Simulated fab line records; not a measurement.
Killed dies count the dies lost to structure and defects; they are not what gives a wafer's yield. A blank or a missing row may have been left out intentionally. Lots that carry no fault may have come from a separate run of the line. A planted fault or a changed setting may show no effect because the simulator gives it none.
fab line records | flow n5_finfet
record lots=8 | wafers=24 | last_day=22
route steps=1938 shown GATE_CUT@470 BEOL_M4@1111 PASSIVATION@1936
lots with no fault: from the same line, run without faults
start_h: hours from the record's first day to the start of the lot's first wafer shown | wait_h: hours elapsed since this lot's preceding step | " unchanged from the row above | L1.1+2: one row covering several wafers at once | - value missing, or start not given | * or withheld: withheld | < > ~ a bound
route shown NAME@n: NAME is a module with steps in the file, n the number in the route of the first one | usual: the fault-free wafers' mean and standard deviation | same: alike in all rows | chamber/n: place in a boat | sites: readings site by site | _std_site: the standard deviation of these | _edge_site: mean of outer sites minus mean of inner sites | radius_mm: how far each site lies from the wafer's centre | mask NAME#n: copy n | behind: tool/chamber where the wafer was last shaped | hold: cause of the lot's hold/its duration in hours/its outcome | device: whichever transistor did not switch (one of n, p or np) | end of line: tests of these same wafers at the route's end | step lacking rows: just its recipe | killed: dies that structure and defects cost at the first sort, which is not the same as the wafer's yield | map: a wafer's dies, marking killed ones x, the rest . and places with no die _
set.NAME: setting as actually run; set.NAME@STEP: the setting as run at that earlier step | model.NAME: the simulator's own value behind a step, which no gauge read
the route's steps for a sample of lots (tables are steps, rows are wafers)
services: from which hour (start_h, from the record's first day; less than 0 if before it) a tool's chamber was out of use, for how many hours, and why
## steps
# step N5_GATE_CUT_STRIP_59
# recipe chemistry=N2/H2 | time_s=20 | power_w=100 | temp_c=40 | pressure_mtorr=100 | rf_frequency_hz=6e+07 | bias_power_w=3 | n2_flow_sccm=300 | h2_flow_sccm=300
# usual drypump_motor_current_A=5.9/0.37 | oes_product_au=0.81/0.087 | rf_vpp_V=45.4/0.84 | showerhead_plenum_p_Torr=3.37/0.097 | throttle_valve_pct=12.17/0.22
lot.wafer | tool        | chamber | start_h | wait_h | drypump_motor_current_A | oes_product_au | rf_hours_counter_h | rf_vpp_V | showerhead_plenum_p_Torr | throttle_valve_pct
L326.1    | rie_diel-06 | 3       | 81.57   | 0.1    | 5.8                     | 0.70           | 203                | 45.0     | 3.22                     | 12.15
L326.3    | "           | 0       | "       | "      | 6.5                     | 0.79           | 114                | 46.4     | 3.53                     | 12.17
L326.5    | "           | 1       | "       | "      | 6.3                     | 0.67           | -                  | 46.4     | 3.33                     | 12.65
L333.1    | rie_diel-06 | 1       | 122.14  | 0.1    | 6.3                     | 0.67           | 250                | 45.2     | 3.33                     | 12.68
L333.2    | "           | 0       | "       | "      | 6.5                     | 0.79           | 125                | 43.4     | 3.52                     | 12.21
L333.4    | "           | 3       | "       | "      | 5.8                     | 0.69           | 214                | 46.0     | 3.21                     | 12.19
L334.1    | rie_diel-01 | 1       | 131.01  | 0.1    | 5.6                     | 0.73           | 219                | 44.1     | 3.21                     | 12.62
L334.3    | "           | 3       | "       | "      | 6.1                     | 0.96           | 10                 | 46.4     | 3.46                     | 11.89
L334.6    | "           | 3       | "       | "      | 6.1                     | 0.95           | -                  | 45.1     | 3.46                     | 11.89
L339.2    | rie_diel-03 | 1       | 159.92  | 0.1    | 5.2                     | 0.70           | 214                | 44.7     | 3.48                     | 12.21
L339.4    | "           | 2       | "       | "      | 5.9                     | 0.85           | 46                 | 45.5     | 3.44                     | 12.10
L339.6    | "           | 0       | "       | "      | 6.0                     | 0.89           | -                  | 45.1     | 3.31                     | 12.13
L341.1    | rie_diel-01 | 2       | 170.61  | 0.1    | 5.7                     | 0.82           | 69                 | 45.2     | 3.42                     | 12.34
L341.2    | "           | 3       | "       | "      | 6.1                     | 0.91           | 25                 | 46.1     | 3.45                     | 11.93
L341.3    | "           | 1       | "       | "      | 5.6                     | 0.71           | 233                | 43.4     | 3.20                     | 12.64
L343.1    | rie_diel-03 | 2       | 180.94  | 0.1    | 5.9                     | 0.85           | 53                 | 47.1     | 3.44                     | 12.10
L343.2    | "           | 3       | "       | "      | 6.2                     | 0.81           | 95                 | 45.1     | 3.27                     | 11.96
L343.3    | "           | 1       | "       | "      | 5.2                     | 0.70           | 220                | 45.2     | 3.47                     | 12.23
L347.4    | rie_diel-06 | 3       | 207.16  | 0.1    | 5.8                     | 0.68           | 240                | 44.7     | 3.20                     | 12.26
L347.5    | "           | 1       | "       | "      | 6.3                     | 0.93           | -                  | 45.7     | 3.32                     | 12.10
L347.6    | "           | 0       | "       | "      | 6.5                     | 0.76           | -                  | 44.9     | 3.51                     | 12.28
L348.3    | rie_diel-01 | 0       | 214.35  | 0.1    | 5.4                     | 0.91           | 21                 | 44.5     | 3.31                     | 12.04
L348.4    | "           | 1       | "       | "      | 5.6                     | 0.70           | 247                | 46.3     | 3.20                     | 12.66
L348.6    | "           | 3       | "       | "      | 6.1                     | 0.88           | -                  | 45.1     | 3.44                     | 11.96
# step N5_GATE_CUT_HM_DEP_46
# recipe material=SiO2 | target_thk_a=1300 | temp_c=400 | precursor=TEOS/O2 | pressure_torr=6.5 | rf_w=900 | teos_flow_sccm=161.4 | gas=O2 | flow_sccm=2650 | time_s=26.6
# usual heater_power_w=543/71 | showerhead_plenum_p_Torr=8.337/0.029 | throttle_valve_pct=18.7/0.86
lot.wafer | tool     | chamber | start_h | wait_h | heater_power_w | showerhead_plenum_p_Torr | throttle_valve_pct
L326.1    | pecvd-02 | 0       | 84.41   | 0.0    | 534            | 8.334                    | 19.2
L326.3    | "        | 2       | "       | "      | 493            | 8.324                    | 18.0
L326.5    | "        | 1       | "       | "      | 486            | 8.345                    | 17.9
L333.1    | pecvd-01 | 0       | 125.26  | 0.0    | 531            | 8.342                    | 19.6
L333.2    | "        | 2       | "       | "      | 633            | 8.364                    | 17.0
L333.4    | "        | 2       | "       | "      | 623            | 8.343                    | 16.9
L334.1    | pecvd-02 | 0       | 133.87  | 0.0    | 551            | 8.344                    | 19.0
L334.3    | "        | 1       | "       | "      | 404            | 8.350                    | 18.0
L334.6    | "        | 0       | "       | "      | 565            | 8.369                    | 18.9
L339.2    | pecvd-02 | 0       | 162.76  | 0.0    | 676            | 8.367                    | 19.0
L339.4    | "        | 1       | "       | "      | 464            | 8.348                    | 18.2
L339.6    | "        | 0       | "       | "      | 685            | 8.366                    | 18.6
L341.1    | pecvd-02 | 0       | 173.44  | 0.0    | 615            | 8.341                    | 19.1
L341.2    | "        | 1       | "       | "      | 390            | 8.337                    | 18.2
L341.3    | "        | 2       | "       | "      | 547            | 8.327                    | 18.1
L343.1    | pecvd-01 | 1       | 183.76  | 0.0    | 553            | 8.394                    | 18.9
L343.2    | "        | 0       | "       | "      | 512            | 8.322                    | 20.2
L343.3    | "        | 1       | "       | "      | 568            | 8.367                    | 18.5
L347.4    | pecvd-01 | 0       | 209.99  | 0.1    | 443            | 8.340                    | 20.2
L347.5    | "        | 2       | "       | "      | 510            | 8.371                    | 17.5
L347.6    | "        | 1       | "       | "      | 588            | 8.375                    | 18.5
L348.3    | pecvd-01 | 0       | 217.16  | 0.0    | 534            | 8.319                    | 19.9
L348.4    | "        | 0       | "       | "      | 541            | 8.323                    | 20.1
L348.6    | "        | 2       | "       | "      | 621            | 8.348                    | 17.2
# step N5_GATE_CUT_HM_OPEN_40
# recipe chemistry=C4F6/O2 | target=SiO2 | mask_material=SiARC | target_depth_a=1390 | time_s=85.1 | ion_energy_ev=250 | pressure_mtorr=30 | source_w=345 | bias_w=185 | Ar_flow_sccm=300 | C4F6_flow_sccm=10 | O2_flow_sccm=10 | ends=cleared
# usual drypump_motor_current_A=5.9/0.38 | etch_rf_on_time_s=93.8/1.6 | oes_ar_750_au=0.81/0.089 | oes_product_au=0.73/0.083 | rf_vpp_V=662/8 | showerhead_plenum_p_Torr=2.84/0.086 | throttle_valve_pct=20.94/0.17
lot.wafer | tool        | chamber | start_h | wait_h | drypump_motor_current_A | etch_rf_on_time_s | oes_ar_750_au | oes_product_au | rf_hours_counter_h | rf_vpp_V | showerhead_plenum_p_Torr | throttle_valve_pct
L326.1    | rie_diel-03 | 3       | 85.04   | 0.0    | 6.2                     | 93.7              | 0.85          | 0.76           | 67                 | 658      | 2.77                     | 20.67
L326.3    | "           | 1       | "       | "      | 5.2                     | 92.7              | 0.73          | 0.66           | 190                | 676      | 2.94                     | 20.73
L326.5    | "           | 2       | "       | "      | 5.9                     | 91.8              | 0.89          | 0.81           | -                  | 658      | 2.91                     | 20.87
L333.1    | rie_diel-06 | 0       | 126.00  | 0.0    | 6.5                     | 94.3              | 0.78          | 0.71           | 126                | 670      | 2.97                     | 20.88
L333.2    | "           | 3       | "       | "      | 5.8                     | 95.4              | 0.71          | 0.63           | 215                | 657      | 2.71                     | 20.75
L333.4    | "           | 2       | "       | "      | 5.5                     | 93.9              | 0.82          | 0.75           | -                  | 663      | 2.89                     | 20.87
L334.1    | rie_diel-01 | 3       | 134.61  | 0.0    | 6.1                     | 92.6              | 0.95          | 0.86           | 12                 | 654      | 2.90                     | 20.72
L334.3    | "           | 2       | "       | "      | 5.7                     | 92.7              | 0.83          | 0.76           | 59                 | 673      | 2.88                     | 21.11
L334.6    | "           | 1       | "       | "      | 5.6                     | 96.5              | 0.72          | 0.65           | -                  | 659      | 2.70                     | 21.18
L339.2    | rie_diel-06 | 3       | 163.44  | 0.0    | 5.8                     | 147.0             | 0.70          | 0.70           | 227                | 658      | 2.70                     | 20.82
L339.4    | "           | 1       | "       | "      | 6.3                     | 147.4             | 0.96          | 0.97           | 6                  | 652      | 2.80                     | 21.01
L339.6    | "           | 1       | "       | "      | 6.3                     | 148.5             | 0.97          | 0.97           | -                  | 652      | 2.80                     | 21.00
L341.1    | rie_diel-03 | 2       | 174.19  | 0.0    | 5.9                     | 143.4             | 0.85          | 0.85           | 50                 | 657      | 2.90                     | 20.95
L341.2    | "           | 3       | "       | "      | 6.2                     | 144.2             | 0.82          | 0.82           | 92                 | 657      | 2.76                     | 20.74
L341.3    | "           | 0       | "       | "      | 6.0                     | 143.8             | 0.87          | 0.88           | 35                 | 672      | 2.80                     | 21.12
L343.1    | rie_diel-03 | 3       | 184.53  | 0.0    | 6.2                     | 93.1              | 0.82          | 0.73           | 96                 | 658      | 2.75                     | 20.71
L343.2    | "           | 2       | "       | "      | 5.9                     | 92.1              | 0.84          | 0.75           | 54                 | 659      | 2.90                     | 20.92
L343.3    | "           | 1       | "       | "      | 5.2                     | 96.4              | 0.70          | 0.64           | 222                | 676      | 2.93                     | 20.75
L347.4    | rie_diel-03 | 1       | 210.60  | 0.0    | 5.2                     | 96.9              | 0.70          | 0.63           | 231                | 676      | 2.92                     | 20.76
L347.5    | "           | 0       | "       | "      | 6.0                     | 96.3              | 0.86          | 0.78           | -                  | 672      | 2.79                     | 21.09
L347.6    | "           | 1       | "       | "      | 5.2                     | 98.3              | 0.69          | 0.62           | -                  | 675      | 2.92                     | 20.76
L348.3    | rie_diel-03 | 0       | 217.91  | 0.0    | 6.0                     | 91.3              | 0.87          | 0.78           | 50                 | 671      | 2.79                     | 21.10
L348.4    | "           | 3       | "       | "      | 6.2                     | 93.6              | 0.81          | 0.72           | 106                | 656      | 2.75                     | 20.73
L348.6    | "           | 0       | "       | "      | 6.0                     | 93.0              | 0.86          | 0.78           | -                  | 672      | 2.79                     | 21.10
# step N5_GATE_CUT_ETCH_47
# recipe chemistry=Cl2/BCl3 | target=SiO2 | target_depth_a=100 | pressure_mtorr=10 | icp_w=1000 | bias_w=126 | Cl2_flow_sccm=53.25 | bcl3_flow_sccm=21.75 | Ar_flow_sccm=25
# usual drypump_motor_current_A=5.6/0.32 | oes_ar_750_au=0.73/0.078 | oes_product_au=0.72/0.074 | throttle_valve_pct=22.81/0.094
lot.wafer | tool         | chamber | start_h | wait_h | drypump_motor_current_A | oes_ar_750_au | oes_product_au | rf_hours_counter_h | throttle_valve_pct
L326.1    | rie_metal-03 | 0       | 85.42   | 0.0    | 5.3                     | 0.69          | 0.69           | 71                 | 22.72
L326.3    | "            | 1       | "       | "      | 5.5                     | 0.84          | 0.84           | -                  | 22.82
L326.5    | "            | 1       | "       | "      | 5.5                     | 0.84          | 0.84           | -                  | 22.82
L333.1    | rie_metal-03 | 1       | 126.38  | 0.0    | 5.5                     | 0.84          | 0.83           | 32                 | 22.80
L333.2    | "            | 0       | "       | "      | 5.3                     | 0.67          | 0.69           | 76                 | 22.73
L333.4    | "            | 1       | "       | "      | 5.5                     | 0.83          | 0.83           | -                  | 22.82
L334.1    | rie_metal-03 | 1       | 134.99  | 0.0    | 5.4                     | 0.83          | 0.82           | 33                 | 22.83
L334.3    | "            | 0       | "       | "      | 5.3                     | 0.67          | 0.68           | -                  | 22.73
L334.6    | "            | 1       | "       | "      | 5.4                     | 0.83          | 0.82           | -                  | 22.83
L339.2    | rie_metal-02 | 0       | 163.82  | 0.0    | 6.3                     | 0.79          | 0.80           | 38                 | 22.81
L339.4    | "            | 0       | "       | "      | 6.3                     | 0.79          | 0.78           | -                  | 22.81
L339.6    | "            | 0       | "       | "      | 6.2                     | 0.80          | 0.80           | -                  | 22.81
L341.1    | rie_metal-02 | 1       | 174.57  | 0.0    | 5.7                     | 0.62          | 0.62           | 125                | 22.97
L341.2    | "            | 0       | "       | "      | 6.2                     | 0.79          | 0.79           | 39                 | 22.81
L341.3    | "            | 1       | "       | "      | 5.7                     | 0.62          | 0.63           | -                  | 22.93
L343.1    | rie_metal-03 | 0       | 184.91  | 0.0    | 5.4                     | 0.67          | 0.67           | 82                 | 22.72
L343.2    | "            | 1       | "       | "      | 5.4                     | 0.81          | 0.79           | 37                 | 22.82
L343.3    | "            | 0       | "       | "      | 5.4                     | 0.67          | 0.67           | -                  | 22.73
L347.4    | rie_metal-01 | 0       | 210.99  | 0.0    | 5.5                     | 0.67          | 0.66           | -                  | 22.69
L347.5    | "            | 1       | "       | "      | 5.9                     | 0.66          | 0.65           | -                  | 22.98
L347.6    | "            | 0       | "       | "      | 5.6                     | 0.67          | 0.67           | -                  | 22.72
L348.3    | rie_metal-01 | 0       | 218.30  | 0.0    | 5.6                     | 0.67          | 0.66           | -                  | 22.70
L348.4    | "            | 1       | "       | "      | 5.9                     | 0.66          | 0.66           | -                  | 23.00
L348.6    | "            | 0       | "       | "      | 5.6                     | 0.66          | 0.67           | -                  | 22.70
# step N5_GATE_CUT_VAPOR_ETCH_51
# recipe chemistry=BCl3/Cl2 | target=HfO2 | mode=isotropic
# usual drypump_motor_current_A=5.6/0.32 | oes_product_au=0.72/0.073
lot.wafer | tool         | chamber | start_h | wait_h | drypump_motor_current_A | oes_product_au
L326.1    | rie_metal-03 | 0       | 85.51   | 0.0    | 5.3                     | 0.69
L326.3    | "            | 1       | "       | "      | 5.5                     | 0.85
L326.5    | "            | 1       | "       | "      | 5.4                     | 0.84
L333.1    | rie_metal-03 | 1       | 126.47  | 0.0    | 5.4                     | 0.82
L333.2    | "            | 0       | "       | "      | 5.3                     | 0.69
L333.4    | "            | 1       | "       | "      | 5.4                     | 0.82
L334.1    | rie_metal-03 | 1       | 135.08  | 0.0    | 5.4                     | 0.81
L334.3    | "            | 0       | "       | "      | 5.3                     | 0.68
L334.6    | "            | 1       | "       | "      | 5.4                     | 0.82
L339.2    | rie_metal-02 | 0       | 163.91  | 0.0    | 6.2                     | 0.79
L339.4    | "            | 0       | "       | "      | 6.3                     | 0.79
L339.6    | "            | 0       | "       | "      | 6.2                     | 0.79
L341.1    | rie_metal-02 | 1       | 174.66  | 0.0    | 5.7                     | 0.63
L341.2    | "            | 0       | "       | "      | 6.2                     | 0.80
L341.3    | "            | 1       | "       | "      | 5.7                     | 0.63
L343.1    | rie_metal-03 | 0       | 185.00  | 0.0    | 5.3                     | 0.68
L343.2    | "            | 1       | "       | "      | 5.5                     | 0.80
L343.3    | "            | 0       | "       | "      | 5.3                     | 0.68
L347.4    | rie_metal-01 | 0       | 211.08  | 0.0    | 5.6                     | 0.66
L347.5    | "            | 1       | "       | "      | 5.9                     | 0.66
L347.6    | "            | 0       | "       | "      | 5.6                     | 0.66
L348.3    | rie_metal-01 | 0       | 218.39  | 0.0    | 5.5                     | 0.65
L348.4    | "            | 1       | "       | "      | 5.9                     | 0.66
L348.6    | "            | 0       | "       | "      | 5.6                     | 0.66
# step N5_GATE_CUT_THK_MEAS_24
# recipe reads=SiO2_of_GATE_CUT_HM_DEP_46+SiO2_flowable_of_ILD0_FCVD_FILL_01
# usual GC_FILL_THK=220.3/1.9
lot.wafer | tool          | chamber | start_h | wait_h | GC_FILL_THK[nm]
L326.1    | film_metro-01 | -       | 87.50   | -      | 220.8
L326.3    | "             | -       | "       | "      | 219.3
L326.5    | "             | -       | "       | "      | 219.6
L333.1    | film_metro-02 | -       | 128.47  | -      | 218.5
L333.2    | "             | -       | "       | "      | 220.0
L333.4    | "             | -       | "       | "      | 220.9
L334.1    | film_metro-01 | -       | 137.07  | -      | 222.9
L334.3    | "             | -       | "       | "      | 220.0
L334.6    | "             | -       | "       | "      | 224.2
L339.2    | film_metro-02 | -       | 166.60  | -      | 295.3
L339.4    | "             | -       | "       | "      | 295.9
L339.6    | "             | -       | "       | "      | 297.5
L341.1    | film_metro-02 | -       | 176.64  | -      | 289.6
L341.2    | "             | -       | "       | "      | 289.3
L341.3    | "             | -       | "       | "      | 290.0
L343.1    | film_metro-02 | -       | 186.99  | -      | 220.0
L343.2    | "             | -       | "       | "      | 218.2
L343.3    | "             | -       | "       | "      | 222.1
L347.4    | film_metro-01 | -       | 213.09  | -      | 222.6
L347.5    | "             | -       | "       | "      | 221.7
L347.6    | "             | -       | "       | "      | 224.0
L348.3    | film_metro-01 | -       | 220.37  | -      | 217.4
L348.4    | "             | -       | "       | "      | 219.2
L348.6    | "             | -       | "       | "      | 219.5
# step N5_BEOL_M4_RC_MEAS_101
# usual DIBL_N=36.3/1.1 | DIBL_P=36.3/1.4 | IOFF_N=0.155/0.019 | IOFF_P=0.211/0.027 | ION_N=672/8.5 | ION_P=462/5.8 | SS_N=71.5/0.56 | SS_P=73.3/0.52 | VT_N=249.9/2.5 | VT_P=-249.8/2.8
lot.wafer | tool      | chamber | start_h | wait_h | DIBL_N[mV/V] | DIBL_P[mV/V] | IOFF_N[nA/um] | IOFF_P[nA/um] | ION_N[uA/um] | ION_P[uA/um] | SS_N[mV/dec] | SS_P[mV/dec] | VT_N[mV] | VT_P[mV]
L326.1    | prober-01 | 0       | 196.11  | 0.0    | 39.0         | 37.5         | 0.173         | 0.234         | 668          | 458          | 72.5         | 74.6         | 250.1    | -247.6
L326.3    | "         | 0       | "       | "      | 36.3         | 36.0         | 0.139         | 0.203         | 675          | 463          | 70.9         | 73.4         | 250.3    | -250.4
L326.5    | "         | 0       | "       | "      | 36.8         | 35.1         | 0.135         | 0.192         | 670          | 453          | 72.2         | 73.6         | 253.8    | -255.3
L333.1    | prober-02 | 0       | 289.57  | 0.0    | 36.7         | 37.0         | 0.177         | 0.217         | 689          | 466          | 71.6         | 74.0         | 250.4    | -248.3
L333.2    | "         | 0       | "       | "      | 37.7         | 37.7         | 0.182         | 0.223         | 677          | 459          | 72.3         | 73.2         | 245.9    | -247.1
L333.4    | "         | 0       | "       | "      | 36.1         | 34.9         | 0.156         | 0.183         | 670          | 456          | 71.0         | 73.2         | 249.7    | -251.6
L339.2    | prober-01 | 0       | 346.64  | 0.2    | 36.8         | 37.0         | 0.144         | 0.238         | 663          | 460          | 72.3         | 73.7         | 251.8    | -247.6
L339.4    | "         | 0       | "       | "      | 34.9         | 35.0         | 0.116         | 0.204         | 650          | 455          | 71.6         | 72.6         | 257.1    | -250.4
L339.6    | "         | 0       | "       | "      | 37.2         | 37.4         | 0.153         | 0.250         | 665          | 460          | 72.1         | 73.7         | 251.9    | -248.8
L347.4    | prober-01 | 0       | 368.66  | 0.5    | 34.9         | 37.6         | 0.168         | 0.241         | 668          | 470          | 70.4         | 73.3         | 247.3    | -247.3
L347.5    | "         | 0       | "       | "      | 34.3         | 36.8         | 0.150         | 0.235         | 673          | 472          | 71.7         | 73.1         | 249.5    | -244.4
L347.6    | "         | 0       | "       | "      | 34.9         | 36.6         | 0.157         | 0.232         | 665          | 465          | 71.8         | 72.6         | 251.7    | -248.7
L343.1    | prober-01 | 0       | 376.28  | 0.0    | 36.3         | 36.6         | 0.168         | 0.226         | 687          | 470          | 71.9         | 73.7         | 247.1    | -248.9
L343.2    | "         | 0       | "       | "      | 36.7         | 36.6         | 0.178         | 0.231         | 688          | 471          | 71.6         | 74.1         | 243.7    | -246.9
L343.3    | "         | 0       | "       | "      | 35.7         | 35.8         | 0.158         | 0.221         | 690          | 471          | 71.9         | 73.8         | 247.6    | -246.9
L341.1    | prober-01 | 0       | 391.32  | 0.0    | 35.9         | 36.9         | 0.156         | 0.221         | 670          | 460          | 70.8         | 73.5         | 250.6    | -248.0
L341.2    | "         | 0       | "       | "      | 34.9         | 36.0         | 0.146         | 0.203         | 679          | 467          | 71.2         | 73.0         | 247.6    | -249.4
L341.3    | "         | 0       | "       | "      | 35.3         | 36.3         | 0.161         | 0.217         | 665          | 463          | 71.5         | 72.8         | 248.6    | -246.2
L334.1    | prober-02 | 0       | 399.64  | 0.0    | 35.6         | 35.6         | 0.134         | 0.184         | 670          | 460          | 71.4         | 73.3         | 250.1    | -253.3
L334.3    | "         | 0       | "       | "      | 35.7         | 36.2         | 0.138         | 0.190         | 664          | 463          | 71.3         | 72.7         | 251.8    | -253.4
L334.6    | "         | 0       | "       | "      | 36.2         | 36.6         | 0.144         | 0.195         | 668          | 461          | 71.4         | 73.2         | 250.7    | -251.7
L348.3    | prober-01 | 0       | 401.12  | 0.3    | 35.6         | 35.2         | 0.158         | 0.210         | 682          | 464          | 72.1         | 73.3         | 248.2    | -248.4
L348.4    | "         | 0       | "       | "      | 36.3         | 34.7         | 0.159         | 0.200         | 666          | 459          | 72.0         | 73.4         | 249.2    | -250.9
L348.6    | "         | 0       | "       | "      | 36.0         | 35.2         | 0.158         | 0.205         | 675          | 458          | 71.3         | 73.0         | 249.8    | -249.2
# step N5_PASSIVATION_PROBE_49
# usual defect_limited_yield=91.4/1.2 | killed_at_M0_to_M3=34/10 | killed_at_M4_up=14/5.1 | killed_at_contacts=12/6.4 | killed_at_front_end=38/9.3 | killed_at_other=4/3 | killed_dies=102/15 | killed_open=67/12 | killed_short=33/6.9 | sort_bin_5_function=5.0/0.86 | sort_bin_6_memory=3.2/0.58 | sort_bin_8_speed=0.00/0.0099 | sort_n_pass=1078/15 | sort_yield_pct=91.4/1.2
# same gross_dies=1180 | killed_at_back_side=0 | sort_bin_4_leakage[%]=0
lot.wafer | tool      | chamber | start_h | wait_h | defect_limited_yield[%] | killed_at_M0_to_M3 | killed_at_M4_up | killed_at_contacts | killed_at_front_end | killed_at_other | killed_dies | killed_open | killed_short | sort_bin_5_function[%] | sort_bin_6_memory[%] | sort_bin_8_speed[%] | sort_n_pass | sort_yield_pct[%]
L334.1    | prober-01 | -       | 517.10  | 0.0    | 91.4                    | 26                 | 21              | 16                 | 35                  | 3               | 101         | 61          | 36           | 4.7                    | 3.1                  | 0                   | 1079        | 91.4
L334.3    | prober-01 | -       | 517.20  | 0.1    | 93.1                    | 22                 | 11              | 8                  | 39                  | 2               | 82          | 57          | 24           | 3.9                    | 2.7                  | 0                   | 1098        | 93.1
L334.6    | prober-01 | -       | 517.35  | 0.3    | 93.5                    | 18                 | 9               | 9                  | 35                  | 6               | 77          | 53          | 24           | 4.1                    | 2.4                  | 0                   | 1103        | 93.5
# killed by level:class
L334.1 BEOL_M4:geometric_particle:open=12 MOL_CONTACT_COAG:geometric_particle:open=10 STI_FIN_REVEAL:geometric_particle:open=8 GATE_CUT:geometric_particle:short=7 FIN_SAQP:geometric_particle:short=6 MOL_CONTACT_COAG:geometric_particle:short=6 BEOL_M0_SAQP:geometric_particle:short=6 BEOL_M2:geometric_particle:open=5
L334.3 BEOL_M2:geometric_particle:open=11 STI_FIN_REVEAL:geometric_particle:open=10 FIN_SAQP:geometric_particle:open=9 FIN_SAQP:geometric_particle:short=7 MOL_CONTACT_COAG:geometric_particle:open=7 BEOL_M0_SAQP:geometric_particle:open=3 BEOL_M0_SAQP:geometric_particle:short=3 BEOL_M2:geometric_particle:short=3
L334.6 STI_FIN_REVEAL:geometric_particle:open=10 MOL_CONTACT_COAG:geometric_particle:open=8 FIN_SAQP:geometric_particle:short=7 FIN_SAQP:geometric_particle:open=5 BEOL_M2:geometric_particle:open=5 GATE_CUT:geometric_particle:short=4 BEOL_M0_SAQP:geometric_particle:open=4 DUMMY_GATE:geometric_particle:open=3
## services
tool         | chamber | start_h | hours | kind
pecvd-02     | 0       | 59.06   | 16.5  | scheduled_down
pecvd-01     | 0       | 59.15   | 15.6  | repair
rie_diel-01  | 3       | 77.62   | -     | clean
rie_diel-01  | 3       | 77.62   | -     | consumable_replace:focus_ring
rie_diel-01  | 3       | 77.62   | 17.9  | scheduled_down
rie_diel-03  | -       | 82.64   | 0.7   | repair
rie_metal-01 | -       | 91.69   | 2.8   | pm
rie_metal-03 | -       | 104.76  | 1.4   | pm
rie_diel-03  | 3       | 106.94  | 1.8   | repair
rie_diel-06  | 1       | 123.02  | -     | clean
rie_diel-06  | 1       | 123.02  | -     | consumable_replace:focus_ring
rie_diel-06  | 1       | 123.02  | 17.3  | scheduled_down
rie_diel-06  | 1       | 123.02  | 17.3  | vent_cycle
rie_diel-03  | 0       | 125.34  | 6.0   | repair
pecvd-02     | -       | 135.57  | 2.8   | pm
rie_metal-03 | 1       | 145.96  | 11.0  | repair
pecvd-02     | -       | 146.48  | 1.5   | repair
rie_diel-01  | 2       | 154.65  | 6.9   | repair
pecvd-01     | -       | 162.13  | 6.0   | pm
pecvd-01     | 2       | 172.07  | 17.2  | repair
pecvd-01     | -       | 178.09  | 0.9   | repair
rie_metal-02 | -       | 181.79  | 0.6   | repair
rie_diel-01  | 0       | 189.86  | 5.1   | repair
rie_diel-01  | 2       | 208.89  | 1.8   | repair
## key
first_sign step=N5_GATE_CUT_HM_OPEN_40 | reading=etch_rf_on_time_s | direction=up | sigmas=32 | usual=* | struck=*
effect step=N5_GATE_CUT_THK_MEAS_24 | reading=GC_FILL_THK | direction=up | sigmas=38 | usual=220.3 | struck=292.9
met_at N5_GATE_CUT_HM_DEP_46
struck_lots L339,L341
not_acting_at N5_GATE_CUT_STRIP_59,N5_GATE_CUT_ETCH_47,N5_GATE_CUT_VAPOR_ETCH_51
onset_between 133.87 162.76
fault kind=process_parameter_drift | tool=pecvd-02 | chamber=- | onset_h=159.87 | steps=N5_GATE_CUT_HM_DEP_46 | channel=time_s | offset=* | shape=step | end_h=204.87 | acts_in=* | stated=*
